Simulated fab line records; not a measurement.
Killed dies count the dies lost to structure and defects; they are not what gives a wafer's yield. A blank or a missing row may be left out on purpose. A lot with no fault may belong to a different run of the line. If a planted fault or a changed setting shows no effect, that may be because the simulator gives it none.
Chamber matching :: flow n5Finfet :: uvCure-01 running N5_BEOL_M8_CURE_74: 3 sister chambers
The step cures SiCOH lowk, time 240 s. 14 wafers are shown with their chamber, then 7 later ones without.

## EACH WAFER AND ITS CHAMBER
wafer: L076.1
chamber: 1
lampPowerPct (%): 52.30
wafer_temp_C_max: 386.8

wafer: L076.2
chamber: 1
lampPowerPct (%): 52.25
wafer_temp_C_max: 385.9

wafer: L076.4
chamber: 1
lampPowerPct (%): 52.38
wafer_temp_C_max: 386.1

wafer: L081.2
chamber: 1
lampPowerPct (%): 52.19
wafer_temp_C_max: 386.3

wafer: L081.4
chamber: 1
lampPowerPct (%): 52.44
wafer_temp_C_max: 386.3

wafer: L081.5
chamber: 1
lampPowerPct (%): 52.32
wafer_temp_C_max: 386.5

wafer: L082.1
chamber: 2
lampPowerPct (%): 52.37
wafer_temp_C_max: 387.0

wafer: L082.2
chamber: 2
lampPowerPct (%): 52.29
wafer_temp_C_max: 386.8

wafer: L082.4
chamber: 2
lampPowerPct (%): 52.34
wafer_temp_C_max: 386.0

wafer: L088.1
chamber: 0
lampPowerPct (%): 52.33
wafer_temp_C_max: 386.5

wafer: L088.2
chamber: 0
lampPowerPct (%): 52.21
wafer_temp_C_max: 387.1

wafer: L088.4
chamber: 0
lampPowerPct (%): 52.23
wafer_temp_C_max: 386.5

wafer: L092.1
chamber: 1
lampPowerPct (%): 52.40
wafer_temp_C_max: 386.6

wafer: L092.2
chamber: 1
lampPowerPct (%): 52.33
wafer_temp_C_max: 386.7

SIGNATURES (averages over the wafers above)
reading: lampPowerPct
chamber 0: 52.2567
chamber 1: 52.3263
chamber 2: 52.3333
scatter within a chamber: 0.0726

reading: wafer_temp_C_max
chamber 0: 386.700
chamber 1: 386.400
chamber 2: 386.600
scatter within a chamber: 0.364
Rule: distance of a wafer from a chamber = root of the sum over the readings of ((wafer's reading minus chamber's mean) / reading's scatter) squared. The wafer belongs to the nearest chamber; if the next one is less than 2 further off, it can't be placed. The scatter: take each reading less its chamber's mean, square it, sum over the shown wafers, divide by the number of wafers less the number of chambers, and take the root.

## WAFERS WITH NO CHAMBER GIVEN
wafer: L092.3
lampPowerPct (%): 52.32
wafer_temp_C_max: 386.4

wafer: L090.1
lampPowerPct (%): 52.31
wafer_temp_C_max: 386.2

wafer: L090.4
lampPowerPct (%): 52.19
wafer_temp_C_max: 386.7

wafer: L090.6
lampPowerPct (%): 52.23
wafer_temp_C_max: 386.7

wafer: L097.3
lampPowerPct (%): 52.32
wafer_temp_C_max: 386.1

wafer: L097.4
lampPowerPct (%): 52.31
wafer_temp_C_max: 386.3

wafer: L097.5
lampPowerPct (%): 52.28
wafer_temp_C_max: 386.3

## WHICH CHAMBER EACH WENT THROUGH
wafer: L092.3
from the rows above: can't be placed: 1 or 2 or 0
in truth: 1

wafer: L090.1
from the rows above: can't be placed: 1 or 2 or 0
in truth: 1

wafer: L090.4
from the rows above: can't be placed: 0 or 2 or 1
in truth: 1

wafer: L090.6
from the rows above: can't be placed: 0 or 2 or 1
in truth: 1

wafer: L097.3
from the rows above: can't be placed: 1 or 2 or 0
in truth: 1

wafer: L097.4
from the rows above: can't be placed: 1 or 2 or 0
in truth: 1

wafer: L097.5
from the rows above: can't be placed: 1 or 2 or 0
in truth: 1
Correct placement for 0 of the 7. Cannot be placed on the basis of these rows: 7; the candidates contain the true chamber in 7. Wrongly placed: 0.
